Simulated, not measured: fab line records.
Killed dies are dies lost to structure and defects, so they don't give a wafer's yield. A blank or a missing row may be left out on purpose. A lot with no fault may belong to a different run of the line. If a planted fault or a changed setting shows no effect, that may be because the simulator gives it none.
Which tool is to blame? || flow n5Finfet || 17 wafers from 6 lots sampled at 8 of the route's 1938 steps

WHAT EACH GAUGE READ, for each wafer
N5_BEOL_M10_OCD_MEAS_38. Usual: trenchDepthNm reads 148.9 nm (standard deviation 2.5).
{"lot": "L629", "measured": "day 13 14:18", "on": "ocd-01", "trenchDepthNm (nm)": "148.2 150.4 148.1", "flag": ""}
{"lot": "L630", "measured": "day 13 17:36", "on": "ocd-01", "trenchDepthNm (nm)": "149.8 148.6 148.5", "flag": ""}
{"lot": "L631", "measured": "day 13 22:31", "on": "ocd-01", "trenchDepthNm (nm)": "185.1 147.8 149.9", "flag": "OFF"}
{"lot": "L632", "measured": "day 15 00:29", "on": "ocd-02", "trenchDepthNm (nm)": "185.0 185.4", "flag": "OFF"}
{"lot": "L641", "measured": "day 17 15:38", "on": "ocd-02", "trenchDepthNm (nm)": "150.7 151.4 149.8", "flag": ""}
{"lot": "L642", "measured": "day 17 15:40", "on": "ocd-01", "trenchDepthNm (nm)": "146.4 143.9 145.6", "flag": ""}

N5_BEOL_M10_THK_MEAS_53: measures by xrf. Usual: M10_THK 138.9 nm, standard deviation 2.6.
{"lot": "L629", "measured": "day 13 16:39", "on": "filmMetro-02", "M10_THK (nm)": "138.7 138.6 138.6", "flag": ""}
{"lot": "L630", "measured": "day 13 20:12", "on": "filmMetro-02", "M10_THK (nm)": "140.6 140.0 138.9", "flag": ""}
{"lot": "L631", "measured": "day 14 00:38", "on": "filmMetro-02", "M10_THK (nm)": "173.8 140.2 142.1", "flag": "OFF"}
{"lot": "L632", "measured": "day 15 04:25", "on": "filmMetro-02", "M10_THK (nm)": "172.9 174.1", "flag": "OFF"}
{"lot": "L641", "measured": "day 17 18:03", "on": "filmMetro-02", "M10_THK (nm)": "138.1 141.5 139.9", "flag": ""}
{"lot": "L642", "measured": "day 17 18:05", "on": "filmMetro-01", "M10_THK (nm)": "137.7 135.1 134.9", "flag": ""}

N5_BEOL_M10_RS_MEAS_57: the measuring method here is four-point-probe. Usual: M10_RS 0.151 ohm/sq, standard deviation 0.0032.
{"lot": "L629", "measured": "day 13 16:47", "on": "filmMetro-02", "M10_RS (ohm/sq)": "0.152 0.152 0.152", "flag": ""}
{"lot": "L630", "measured": "day 13 20:20", "on": "filmMetro-01", "M10_RS (ohm/sq)": "0.149 0.151 0.151", "flag": ""}
{"lot": "L631", "measured": "day 14 00:49", "on": "filmMetro-01", "M10_RS (ohm/sq)": "0.118 0.149 0.147", "flag": "OFF"}
{"lot": "L632", "measured": "day 15 04:32", "on": "filmMetro-02", "M10_RS (ohm/sq)": "0.118 0.118", "flag": "OFF"}
{"lot": "L641", "measured": "day 17 18:11", "on": "filmMetro-01", "M10_RS (ohm/sq)": "0.150 0.147 0.149", "flag": ""}
{"lot": "L642", "measured": "day 17 18:13", "on": "filmMetro-02", "M10_RS (ohm/sq)": "0.153 0.156 0.156", "flag": ""}

N5_BEOL_M15_RC_MEAS_101. Usual: COMB_M11 1.6e-11 S/m, standard deviation 3.4e-12; COMB_M12 6.7e-12 S/m, standard deviation 1.7e-12; COMB_M13 5.2e-12 S/m, standard deviation 1.5e-12; COMB_M14 4e-12 S/m, standard deviation 1.3e-12; COMB_M15 2.8e-12 S/m, standard deviation 1.2e-12; COMB_M5 3.8e-11 S/m, standard deviation 7.7e-12; COMB_M6 2.6e-11 S/m, standard deviation 5.3e-12; COMB_M7 2.7e-11 S/m, standard deviation 5.6e-12; COMB_M8 2.5e-11 S/m, standard deviation 5.9e-12; COMB_M9 1.5e-11 S/m, standard deviation 3.2e-12; SERP_M10 3.05 ohm/um, standard deviation 0.082; SERP_M10_max_site 3.15 ohm/um, standard deviation 0.094; SERP_M11 3.06 ohm/um, standard deviation 0.085; SERP_M12 0.644 ohm/um, standard deviation 0.018; SERP_M13 0.308 ohm/um, standard deviation 0.0066; SERP_M14 0.161 ohm/um, standard deviation 0.0035; SERP_M5 39.0 ohm/um, standard deviation 1.6; SERP_M6 13.7 ohm/um, standard deviation 0.46; SERP_M6_max_site 14.3 ohm/um, standard deviation 0.52; SERP_M7 13.7 ohm/um, standard deviation 0.55; SERP_M8 13.7 ohm/um, standard deviation 0.5; SERP_M9 3.06 ohm/um, standard deviation 0.088; SERP_M9_max_site 3.16 ohm/um, standard deviation 0.088.
{"lot": "L629", "measured": "day 15 09:30", "on": "prober-02", "COMB_M11 (S/m)": "1.3e-11 1e-11 1.5e-11", "COMB_M12 (S/m)": "6e-12 5e-12 6.3e-12", "COMB_M13 (S/m)": "3.8e-12 4.4e-12 3.2e-12", "COMB_M14 (S/m)": "2.8e-12 2.5e-12 2.4e-12", "COMB_M15 (S/m)": "1.9e-12 2.2e-12 8e-13", "COMB_M5 (S/m)": "3.7e-11 4.8e-11 3.5e-11", "COMB_M6 (S/m)": "1.8e-11 2.2e-11 3.6e-11", "COMB_M7 (S/m)": "2.3e-11 4.6e-11 3e-11", "COMB_M8 (S/m)": "2.5e-11 2.4e-11 2e-11", "COMB_M9 (S/m)": "1.8e-11 1.6e-11 1.6e-11", "SERP_M10 (ohm/um)": "3.05 3.03 3.09", "SERP_M10_max_site (ohm/um)": "3.16 3.20 3.21", "SERP_M11 (ohm/um)": "3.08 3.09 3.05", "SERP_M12 (ohm/um)": "0.633 0.663 0.644", "SERP_M13 (ohm/um)": "0.306 0.321 0.311", "SERP_M14 (ohm/um)": "0.157 0.162 0.158", "SERP_M5 (ohm/um)": "39.5 39.2 40.2", "SERP_M6 (ohm/um)": "13.6 13.9 14.1", "SERP_M6_max_site (ohm/um)": "14.4 14.1 14.5", "SERP_M7 (ohm/um)": "14.1 14.3 13.9", "SERP_M8 (ohm/um)": "13.0 12.6 13.1", "SERP_M9 (ohm/um)": "3.12 3.05 3.01", "SERP_M9_max_site (ohm/um)": "3.17 3.19 3.09", "flag": ""}
{"lot": "L630", "measured": "day 15 11:41", "on": "prober-01", "COMB_M11 (S/m)": "1.5e-11 2.8e-11 1.9e-11", "COMB_M12 (S/m)": "6.3e-12 7.9e-12 8e-12", "COMB_M13 (S/m)": "5.8e-12 7e-12 7.3e-12", "COMB_M14 (S/m)": "5.7e-12 4.2e-12 4.9e-12", "COMB_M15 (S/m)": "5.3e-12 4.3e-12 4.6e-12", "COMB_M5 (S/m)": "3.8e-11 4.4e-11 4.4e-11", "COMB_M6 (S/m)": "2e-11 1.8e-11 2.1e-11", "COMB_M7 (S/m)": "3.9e-11 3.3e-11 2.4e-11", "COMB_M8 (S/m)": "2.5e-11 2.9e-11 2.5e-11", "COMB_M9 (S/m)": "1.5e-11 2.3e-11 1.9e-11", "SERP_M10 (ohm/um)": "2.94 3.09 3.09", "SERP_M10_max_site (ohm/um)": "3.04 3.18 3.18", "SERP_M11 (ohm/um)": "3.26 2.97 3.00", "SERP_M12 (ohm/um)": "0.669 0.674 0.664", "SERP_M13 (ohm/um)": "0.297 0.310 0.302", "SERP_M14 (ohm/um)": "0.164 0.164 0.164", "SERP_M5 (ohm/um)": "38.8 40.7 39.0", "SERP_M6 (ohm/um)": "13.8 13.8 13.6", "SERP_M6_max_site (ohm/um)": "14.5 14.4 14.2", "SERP_M7 (ohm/um)": "14.2 14.0 14.0", "SERP_M8 (ohm/um)": "13.0 13.4 12.8", "SERP_M9 (ohm/um)": "3.18 3.06 3.13", "SERP_M9_max_site (ohm/um)": "3.26 3.25 3.19", "flag": ""}
{"lot": "L631", "measured": "day 15 14:39", "on": "prober-01", "COMB_M11 (S/m)": "1.6e-11 1.8e-11 2e-11", "COMB_M12 (S/m)": "1.04e-11 7.2e-12 9.1e-12", "COMB_M13 (S/m)": "7.5e-12 5.6e-12 7.9e-12", "COMB_M14 (S/m)": "5.2e-12 4.8e-12 5.9e-12", "COMB_M15 (S/m)": "4.1e-12 3.4e-12 3.3e-12", "COMB_M5 (S/m)": "4e-11 3.6e-11 4.2e-11", "COMB_M6 (S/m)": "2.1e-11 1.9e-11 2.1e-11", "COMB_M7 (S/m)": "2.5e-11 2.6e-11 2.7e-11", "COMB_M8 (S/m)": "2.1e-11 2.1e-11 2.6e-11", "COMB_M9 (S/m)": "1.6e-11 1.5e-11 1.5e-11", "SERP_M10 (ohm/um)": "2.37 3.00 2.99", "SERP_M10_max_site (ohm/um)": "2.43 3.05 3.03", "SERP_M11 (ohm/um)": "3.18 3.23 3.09", "SERP_M12 (ohm/um)": "0.659 0.638 0.660", "SERP_M13 (ohm/um)": "0.315 0.311 0.306", "SERP_M14 (ohm/um)": "0.156 0.160 0.164", "SERP_M5 (ohm/um)": "39.2 38.0 37.5", "SERP_M6 (ohm/um)": "13.4 14.0 13.6", "SERP_M6_max_site (ohm/um)": "14.3 14.5 14.0", "SERP_M7 (ohm/um)": "14.4 14.8 13.6", "SERP_M8 (ohm/um)": "14.2 13.1 13.3", "SERP_M9 (ohm/um)": "2.94 3.13 3.14", "SERP_M9_max_site (ohm/um)": "3.13 3.20 3.28", "flag": "OFF"}
{"lot": "L632", "measured": "day 16 14:57", "on": "prober-02", "COMB_M11 (S/m)": "1.4e-11 1.2e-11", "COMB_M12 (S/m)": "6.6e-12 5.6e-12", "COMB_M13 (S/m)": "2.8e-12 4e-12", "COMB_M14 (S/m)": "2.3e-12 3.4e-12", "COMB_M15 (S/m)": "1.4e-12 1.9e-12", "COMB_M5 (S/m)": "3.3e-11 4.7e-11", "COMB_M6 (S/m)": "1.7e-11 3e-11", "COMB_M7 (S/m)": "2.5e-11 2.6e-11", "COMB_M8 (S/m)": "2.5e-11 2e-11", "COMB_M9 (S/m)": "1.5e-11 1.5e-11", "SERP_M10 (ohm/um)": "2.41 2.41", "SERP_M10_max_site (ohm/um)": "2.47 2.45", "SERP_M11 (ohm/um)": "2.90 3.16", "SERP_M12 (ohm/um)": "0.620 0.642", "SERP_M13 (ohm/um)": "0.308 0.318", "SERP_M14 (ohm/um)": "0.165 0.169", "SERP_M5 (ohm/um)": "44.1 41.1", "SERP_M6 (ohm/um)": "12.8 13.1", "SERP_M6_max_site (ohm/um)": "13.0 13.8", "SERP_M7 (ohm/um)": "14.3 14.3", "SERP_M8 (ohm/um)": "13.1 14.1", "SERP_M9 (ohm/um)": "3.10 3.11", "SERP_M9_max_site (ohm/um)": "3.19 3.16", "flag": "OFF"}
{"lot": "L641", "measured": "day 19 11:56", "on": "prober-02", "COMB_M11 (S/m)": "1.1e-11 1.7e-11 1.5e-11", "COMB_M12 (S/m)": "3.9e-12 4.9e-12 6e-12", "COMB_M13 (S/m)": "3.6e-12 3.9e-12 5.2e-12", "COMB_M14 (S/m)": "3.3e-12 3e-12 3.3e-12", "COMB_M15 (S/m)": "2.3e-12 2.1e-12 1.7e-12", "COMB_M5 (S/m)": "3.4e-11 3.7e-11 5.2e-11", "COMB_M6 (S/m)": "2.2e-11 1.8e-11 2.4e-11", "COMB_M7 (S/m)": "2.7e-11 1.6e-11 2.9e-11", "COMB_M8 (S/m)": "2.9e-11 2.9e-11 2.9e-11", "COMB_M9 (S/m)": "1e-11 1.3e-11 1.6e-11", "SERP_M10 (ohm/um)": "3.05 3.04 2.91", "SERP_M10_max_site (ohm/um)": "3.25 3.16 3.09", "SERP_M11 (ohm/um)": "2.94 3.08 2.91", "SERP_M12 (ohm/um)": "0.617 0.660 0.620", "SERP_M13 (ohm/um)": "0.315 0.310 0.290", "SERP_M14 (ohm/um)": "0.159 0.162 0.168", "SERP_M5 (ohm/um)": "39.7 41.6 39.1", "SERP_M6 (ohm/um)": "13.7 14.6 13.5", "SERP_M6_max_site (ohm/um)": "14.5 15.0 14.0", "SERP_M7 (ohm/um)": "14.3 14.2 13.7", "SERP_M8 (ohm/um)": "13.5 13.9 13.4", "SERP_M9 (ohm/um)": "2.97 3.02 3.00", "SERP_M9_max_site (ohm/um)": "3.00 3.25 3.04", "flag": ""}
{"lot": "L642", "measured": "day 19 11:56", "on": "prober-01", "COMB_M11 (S/m)": "1.9e-11 2.3e-11 2e-11", "COMB_M12 (S/m)": "8.6e-12 9.2e-12 8.7e-12", "COMB_M13 (S/m)": "6.5e-12 7.1e-12 7.9e-12", "COMB_M14 (S/m)": "4.5e-12 5.8e-12 4.4e-12", "COMB_M15 (S/m)": "4.6e-12 4.4e-12 4.4e-12", "COMB_M5 (S/m)": "3e-11 4.9e-11 3.3e-11", "COMB_M6 (S/m)": "3.1e-11 3.2e-11 3.1e-11", "COMB_M7 (S/m)": "2.9e-11 3e-11 3.2e-11", "COMB_M8 (S/m)": "2.6e-11 2.7e-11 2.1e-11", "COMB_M9 (S/m)": "1.7e-11 2.2e-11 1.5e-11", "SERP_M10 (ohm/um)": "3.15 3.22 3.13", "SERP_M10_max_site (ohm/um)": "3.32 3.27 3.26", "SERP_M11 (ohm/um)": "3.05 2.99 2.96", "SERP_M12 (ohm/um)": "0.649 0.640 0.661", "SERP_M13 (ohm/um)": "0.299 0.310 0.299", "SERP_M14 (ohm/um)": "0.163 0.166 0.159", "SERP_M5 (ohm/um)": "37.2 40.4 39.2", "SERP_M6 (ohm/um)": "13.3 13.8 13.7", "SERP_M6_max_site (ohm/um)": "13.8 14.1 14.2", "SERP_M7 (ohm/um)": "13.3 12.9 13.2", "SERP_M8 (ohm/um)": "14.2 14.1 14.0", "SERP_M9 (ohm/um)": "3.08 3.07 3.00", "SERP_M9_max_site (ohm/um)": "3.12 3.10 3.04", "flag": ""}

WHAT TOOL EACH LOT RAN ON (gives the tool, then ch and the chambers of the sampled wafers, and finally the start)
{"lot": "L629", "N5_BEOL_M10_ETCH_61": "rieDiel-06 ch 0,3, day 13 11:30", "N5_BEOL_M10_HM_OPEN_17": "rieMetal-02 ch 0,1, day 13 11:44", "N5_BEOL_M10_TRENCH_ETCH_37": "rieDiel-06 ch 0,2,3, day 13 14:07", "N5_BEOL_M10_ETCH_41": "rieDiel-06 ch 0,2,3, day 13 14:18 or earlier"}
{"lot": "L630", "N5_BEOL_M10_ETCH_61": "rieDiel-05 ch 1,2, day 13 14:48", "N5_BEOL_M10_HM_OPEN_17": "rieMetal-03 ch 0, day 13 15:22", "N5_BEOL_M10_TRENCH_ETCH_37": "rieDiel-06 ch 0,3, day 13 17:25", "N5_BEOL_M10_ETCH_41": "rieDiel-06 ch 0,3, day 13 17:36 or earlier"}
{"lot": "L631", "N5_BEOL_M10_ETCH_61": "rieDiel-05 ch 1,2,3, day 13 18:55", "N5_BEOL_M10_HM_OPEN_17": "rieMetal-02 ch 0,1, day 13 19:09", "N5_BEOL_M10_TRENCH_ETCH_37": "rieDiel-06 ch 0,2,3, day 13 22:20", "N5_BEOL_M10_ETCH_41": "rieDiel-06 ch 0,2,3, day 13 22:31 or earlier"}
{"lot": "L632", "N5_BEOL_M10_ETCH_61": "rieDiel-06 ch 0,2, day 14 22:14", "N5_BEOL_M10_HM_OPEN_17": "rieMetal-02 ch 1, day 14 22:28", "N5_BEOL_M10_TRENCH_ETCH_37": "rieDiel-06 ch 1,2, day 15 00:18", "N5_BEOL_M10_ETCH_41": "rieDiel-06 ch 1,2, day 15 00:29 or earlier"}
{"lot": "L641", "N5_BEOL_M10_ETCH_61": "rieDiel-06 ch 1,2,3, day 17 13:10", "N5_BEOL_M10_HM_OPEN_17": "rieMetal-03 ch 0,1, day 17 13:26", "N5_BEOL_M10_TRENCH_ETCH_37": "rieDiel-04 ch 1,2, day 17 15:26", "N5_BEOL_M10_ETCH_41": "rieDiel-04 ch 1,2, day 17 15:38 or earlier"}
{"lot": "L642", "N5_BEOL_M10_ETCH_61": "rieDiel-05 ch 0,2,3, day 17 13:26", "N5_BEOL_M10_HM_OPEN_17": "rieMetal-03 ch 0,1, day 17 13:40", "N5_BEOL_M10_TRENCH_ETCH_37": "rieDiel-05 ch 0,1,2, day 17 15:29", "N5_BEOL_M10_ETCH_41": "rieDiel-05 ch 0,1,2, day 17 15:40 or earlier"}
- N5_BEOL_M10_ETCH_61: etches SiARC in CF4, target depth 39 nm, time 65 s.
- N5_BEOL_M10_HM_OPEN_17: chemistry Cl2/BCl3, target TiN, target depth 20 nm, overetch 6 nm.
- N5_BEOL_M10_TRENCH_ETCH_37: etches SiCOH lowk in C4F6/O2, target depth 148.83 nm, time 48 s.
- N5_BEOL_M10_ETCH_41: etches SiCN in CH3F/O2, target depth 42.6 nm, time 86 s.

AS READ BY THE TOOLS THEMSELVES (means over the sampled wafers that have a number; for cases with no such wafer, the mark the record gives instead)
N5_BEOL_M10_ETCH_61. Usual: value, then standard deviation, for each; drypumpMotorCurrentA 5.73 A / 0.27; etchRfOnTimeS 65.1 s / 1.2; mfcArSccm 100.0 sccm / 0.31; oesProductAu 0.70 a.u. / 0.053; rfVppV 184.3 V / 1.1; showerheadPlenumPTorr 2.16 Torr / 0.063; throttleValvePct 15.47 % / 0.23.
{"lot": "L629", "tool": "rieDiel-06", "drypumpMotorCurrentA (A)": 5.48, "etchRfOnTimeS (s)": 64.0, "mfcArSccm (sccm)": 100.2, "oesProductAu (a.u.)": 0.72, "rfVppV (V)": 184.9, "showerheadPlenumPTorr (Torr)": 2.23, "throttleValvePct (%)": 15.50, "flag": ""}
{"lot": "L630", "tool": "rieDiel-05", "drypumpMotorCurrentA (A)": 5.91, "etchRfOnTimeS (s)": 66.6, "mfcArSccm (sccm)": 99.9, "oesProductAu (a.u.)": 0.70, "rfVppV (V)": 184.6, "showerheadPlenumPTorr (Torr)": 2.16, "throttleValvePct (%)": 15.38, "flag": ""}
{"lot": "L631", "tool": "rieDiel-05", "drypumpMotorCurrentA (A)": 5.96, "etchRfOnTimeS (s)": 66.1, "mfcArSccm (sccm)": 100.0, "oesProductAu (a.u.)": 0.71, "rfVppV (V)": 184.8, "showerheadPlenumPTorr (Torr)": 2.14, "throttleValvePct (%)": 15.50, "flag": ""}
{"lot": "L632", "tool": "rieDiel-06", "drypumpMotorCurrentA (A)": 5.66, "etchRfOnTimeS (s)": 64.9, "mfcArSccm (sccm)": 99.9, "oesProductAu (a.u.)": 0.68, "rfVppV (V)": 184.0, "showerheadPlenumPTorr (Torr)": 2.25, "throttleValvePct (%)": 15.53, "flag": ""}
{"lot": "L641", "tool": "rieDiel-06", "drypumpMotorCurrentA (A)": 5.53, "etchRfOnTimeS (s)": 64.3, "mfcArSccm (sccm)": 100.1, "oesProductAu (a.u.)": 0.69, "rfVppV (V)": 184.4, "showerheadPlenumPTorr (Torr)": 2.16, "throttleValvePct (%)": 15.38, "flag": ""}
{"lot": "L642", "tool": "rieDiel-05", "drypumpMotorCurrentA (A)": 5.89, "etchRfOnTimeS (s)": 66.2, "mfcArSccm (sccm)": 99.8, "oesProductAu (a.u.)": 0.65, "rfVppV (V)": 184.0, "showerheadPlenumPTorr (Torr)": 2.12, "throttleValvePct (%)": 15.64, "flag": ""}

N5_BEOL_M10_HM_OPEN_17. Usual: drypumpMotorCurrentA 5.6 A, standard deviation 0.44; mfcArSccm 25.01 sccm, standard deviation 0.075; oes_ar_750_au 0.81 a.u., standard deviation 0.089; oesProductAu 0.69 a.u., standard deviation 0.071; throttleValvePct 21.99 %, standard deviation 0.21.
{"lot": "L629", "tool": "rieMetal-02", "drypumpMotorCurrentA (A)": 5.6, "mfcArSccm (sccm)": 24.94, "oes_ar_750_au (a.u.)": 0.78, "oesProductAu (a.u.)": 0.65, "throttleValvePct (%)": 21.94, "flag": ""}
{"lot": "L630", "tool": "rieMetal-03", "drypumpMotorCurrentA (A)": 6.4, "mfcArSccm (sccm)": 25.06, "oes_ar_750_au (a.u.)": 0.76, "oesProductAu (a.u.)": 0.68, "throttleValvePct (%)": 22.24, "flag": ""}
{"lot": "L631", "tool": "rieMetal-02", "drypumpMotorCurrentA (A)": 5.5, "mfcArSccm (sccm)": 24.97, "oes_ar_750_au (a.u.)": 0.80, "oesProductAu (a.u.)": 0.68, "throttleValvePct (%)": 22.04, "flag": ""}
{"lot": "L632", "tool": "rieMetal-02", "drypumpMotorCurrentA (A)": 5.8, "mfcArSccm (sccm)": 24.96, "oes_ar_750_au (a.u.)": 0.75, "oesProductAu (a.u.)": 0.64, "throttleValvePct (%)": 21.80, "flag": ""}
{"lot": "L641", "tool": "rieMetal-03", "drypumpMotorCurrentA (A)": 5.8, "mfcArSccm (sccm)": 25.07, "oes_ar_750_au (a.u.)": 0.81, "oesProductAu (a.u.)": 0.69, "throttleValvePct (%)": 22.04, "flag": ""}
{"lot": "L642", "tool": "rieMetal-03", "drypumpMotorCurrentA (A)": 6.1, "mfcArSccm (sccm)": 25.00, "oes_ar_750_au (a.u.)": 0.77, "oesProductAu (a.u.)": 0.68, "throttleValvePct (%)": 22.14, "flag": ""}

N5_BEOL_M10_TRENCH_ETCH_37. Usual: drypumpMotorCurrentA 5.72 A, standard deviation 0.25; mfcArSccm 300.0 sccm, standard deviation 0.92; oes_ar_750_au 0.83 a.u., standard deviation 0.06; oesProductAu 0.83 a.u., standard deviation 0.06; rfVppV 668 V, standard deviation 13; runLengthS 71.4 s, standard deviation 0.39; showerheadPlenumPTorr 2.89 Torr, standard deviation 0.091; throttleValvePct 20.83 %, standard deviation 0.22.
{"lot": "L629", "tool": "rieDiel-06", "drypumpMotorCurrentA (A)": 5.54, "mfcArSccm (sccm)": 299.6, "oes_ar_750_au (a.u.)": 0.84, "oesProductAu (a.u.)": 0.84, "rfVppV (V)": 668, "runLengthS (s)": 71.5, "showerheadPlenumPTorr (Torr)": 2.97, "throttleValvePct (%)": 20.75, "flag": ""}
{"lot": "L630", "tool": "rieDiel-06", "drypumpMotorCurrentA (A)": 5.47, "mfcArSccm (sccm)": 300.7, "oes_ar_750_au (a.u.)": 0.83, "oesProductAu (a.u.)": 0.84, "rfVppV (V)": 660, "runLengthS (s)": 71.6, "showerheadPlenumPTorr (Torr)": 2.96, "throttleValvePct (%)": 20.84, "flag": ""}
{"lot": "L631", "tool": "rieDiel-06", "drypumpMotorCurrentA (A)": 5.55, "mfcArSccm (sccm)": 300.4, "oes_ar_750_au (a.u.)": 0.84, "oesProductAu (a.u.)": 0.83, "rfVppV (V)": 669, "runLengthS (s)": 75.2, "showerheadPlenumPTorr (Torr)": 2.97, "throttleValvePct (%)": 20.73, "flag": "OFF"}
{"lot": "L632", "tool": "rieDiel-06", "drypumpMotorCurrentA (A)": 5.71, "mfcArSccm (sccm)": 300.1, "oes_ar_750_au (a.u.)": 0.80, "oesProductAu (a.u.)": 0.79, "rfVppV (V)": 682, "runLengthS (s)": 83.2, "showerheadPlenumPTorr (Torr)": 2.88, "throttleValvePct (%)": 20.79, "flag": "OFF"}
{"lot": "L641", "tool": "rieDiel-04", "drypumpMotorCurrentA (A)": 5.65, "mfcArSccm (sccm)": 299.8, "oes_ar_750_au (a.u.)": 0.89, "oesProductAu (a.u.)": 0.89, "rfVppV (V)": 665, "runLengthS (s)": 71.4, "showerheadPlenumPTorr (Torr)": 2.97, "throttleValvePct (%)": 20.99, "flag": ""}
{"lot": "L642", "tool": "rieDiel-05", "drypumpMotorCurrentA (A)": 5.83, "mfcArSccm (sccm)": 300.3, "oes_ar_750_au (a.u.)": 0.75, "oesProductAu (a.u.)": 0.75, "rfVppV (V)": 661, "runLengthS (s)": 71.4, "showerheadPlenumPTorr (Torr)": 2.84, "throttleValvePct (%)": 20.80, "flag": ""}

N5_BEOL_M10_ETCH_41. Usual: value, then standard deviation, for each; drypumpMotorCurrentA 5.71 A / 0.25; mfcArSccm 149.9 sccm / 0.47; oesProductAu 0.83 a.u. / 0.06; rfVppV 297.9 V / 1.6; runLengthS 109.4 s / 0.39; showerheadPlenumPTorr 2.03 Torr / 0.067; throttleValvePct 16.19 % / 0.22.
{"lot": "L629", "tool": "rieDiel-06", "drypumpMotorCurrentA (A)": 5.54, "mfcArSccm (sccm)": 150.0, "oesProductAu (a.u.)": 0.84, "rfVppV (V)": 298.9, "runLengthS (s)": 109.9, "showerheadPlenumPTorr (Torr)": 2.09, "throttleValvePct (%)": 16.09, "flag": ""}
{"lot": "L630", "tool": "rieDiel-06", "drypumpMotorCurrentA (A)": 5.47, "mfcArSccm (sccm)": 150.0, "oesProductAu (a.u.)": 0.84, "rfVppV (V)": 299.2, "runLengthS (s)": 109.7, "showerheadPlenumPTorr (Torr)": 2.08, "throttleValvePct (%)": 16.20, "flag": ""}
{"lot": "L631", "tool": "rieDiel-06", "drypumpMotorCurrentA (A)": 5.54, "mfcArSccm (sccm)": 149.8, "oesProductAu (a.u.)": 0.84, "rfVppV (V)": 298.8, "runLengthS (s)": 109.5, "showerheadPlenumPTorr (Torr)": 2.09, "throttleValvePct (%)": 16.10, "flag": ""}
{"lot": "L632", "tool": "rieDiel-06", "drypumpMotorCurrentA (A)": 5.68, "mfcArSccm (sccm)": 150.0, "oesProductAu (a.u.)": 0.79, "rfVppV (V)": 297.0, "runLengthS (s)": 109.5, "showerheadPlenumPTorr (Torr)": 2.03, "throttleValvePct (%)": 16.16, "flag": ""}
{"lot": "L641", "tool": "rieDiel-04", "drypumpMotorCurrentA (A)": 5.65, "mfcArSccm (sccm)": 149.8, "oesProductAu (a.u.)": 0.89, "rfVppV (V)": 299.9, "runLengthS (s)": 109.4, "showerheadPlenumPTorr (Torr)": 2.09, "throttleValvePct (%)": 16.33, "flag": ""}
{"lot": "L642", "tool": "rieDiel-05", "drypumpMotorCurrentA (A)": 5.84, "mfcArSccm (sccm)": 149.7, "oesProductAu (a.u.)": 0.75, "rfVppV (V)": 297.6, "runLengthS (s)": 109.1, "showerheadPlenumPTorr (Torr)": 2.00, "throttleValvePct (%)": 16.22, "flag": ""}

THE ANSWER, worked out from the rows above alone
Rule: a lot counts as off when the mean over its wafers that have a number is more than 3 standard deviations away from the usual mean. Also off: a lot with no number at a reading for which 4 or more lots have one. Where the step has rows for the other lots, those lots are counted as sound. After the gauges, taken in route order, come the tools' own readings; for these a lot's mean is taken, as printed above. At the first step where some lot is off, the reading lying furthest off is the one used; lots without a number count as furthest.
Off: L631, L632, at N5_BEOL_M10_OCD_MEAS_38 (trenchDepthNm).
A tool fits if, at a process step before that reading, it ran every lot that is off, and no sound lot after the first of them. The gauges at N5_BEOL_M10_OCD_MEAS_38 aren't tried: what is off there is off at N5_BEOL_M10_THK_MEAS_53 too, on other tools, and a gauge's error can't cause that. N5_BEOL_M10_ETCH_41 gives no start for some lots, so the hours and the order of its lots are those of N5_BEOL_M10_OCD_MEAS_38. Can't be told from this: 2 tools fit, rieMetal-02 at N5_BEOL_M10_HM_OPEN_17, rieDiel-06 at N5_BEOL_M10_TRENCH_ETCH_37 and N5_BEOL_M10_ETCH_41.

WHAT HAD BEEN PUT IN BY THE SIMULATOR
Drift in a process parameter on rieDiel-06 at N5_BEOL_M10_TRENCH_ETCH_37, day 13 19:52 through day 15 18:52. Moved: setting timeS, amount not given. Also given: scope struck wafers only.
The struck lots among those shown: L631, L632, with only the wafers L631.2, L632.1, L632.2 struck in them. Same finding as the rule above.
